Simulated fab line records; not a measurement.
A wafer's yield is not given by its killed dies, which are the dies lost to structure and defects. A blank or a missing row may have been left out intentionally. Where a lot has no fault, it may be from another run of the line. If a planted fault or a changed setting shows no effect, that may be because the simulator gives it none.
Matching of chambers | flow n5Finfet | N5_BEOL_M15_ETCH_61 on rieDiel-06: 4 sister chambers
The step etches BARC in N2/H2, target depth 89 nm, overetch 26.7 nm, time 67.9 s. 8 wafers are shown with their chamber, then 9 later ones without.

== WAFERS PAIRED WITH THEIR CHAMBERS ==
wafer  | chamber | drypumpMotorCurrentA (A) | showerheadPlenumPTorr (Torr)
L077.2 | 3       | 6.4                      | 2.59
L077.4 | 3       | 6.4                      | 2.59
L079.5 | 0       | 5.6                      | 2.52
L082.1 | 0       | 5.6                      | 2.52
L082.3 | 2       | 5.9                      | 2.67
L085.1 | 1       | 6.1                      | 2.62
L085.4 | 2       | 5.9                      | 2.66
L085.6 | 1       | 6.0                      | 2.62

== WAFERS MISSING THEIR CHAMBER ==
wafer  | drypumpMotorCurrentA (A) | showerheadPlenumPTorr (Torr)
L090.1 | 5.6                      | 2.51
L090.4 | 5.6                      | 2.51
L090.6 | 5.9                      | 2.66
L092.1 | 6.5                      | 2.58
L092.2 | 6.0                      | 2.61
L092.4 | 5.9                      | 2.66
L094.4 | 6.0                      | 2.61
L094.5 | 5.6                      | 2.51
L094.6 | 6.0                      | 2.61

== WHICH CHAMBER EACH ONE RAN IN ==
wafer  | from the rows above | in truth
L090.1 | 0                   | 0
L090.4 | 0                   | 0
L090.6 | 2                   | 2
L092.1 | 3                   | 3
L092.2 | 1                   | 1
L092.4 | 2                   | 2
L094.4 | 1                   | 1
L094.5 | 0                   | 0
L094.6 | 1                   | 1
9 of 9 placed correctly. Can't be placed from these rows: 0. Number placed wrongly: 0.
How it was worked out, from the rows above alone: a wafer's distance from a chamber is the root of the sum, over the readings, of the square of ((its reading less the chamber's mean) divided by the reading's scatter). The wafer belongs to the nearest chamber; if the next one is less than 2 further off, it can't be placed. A chamber's mean is the mean of its shown wafers. The scatter: take each reading less its chamber's mean, square it, sum over the shown wafers, divide by the number of wafers less the number of chambers, and take the root.
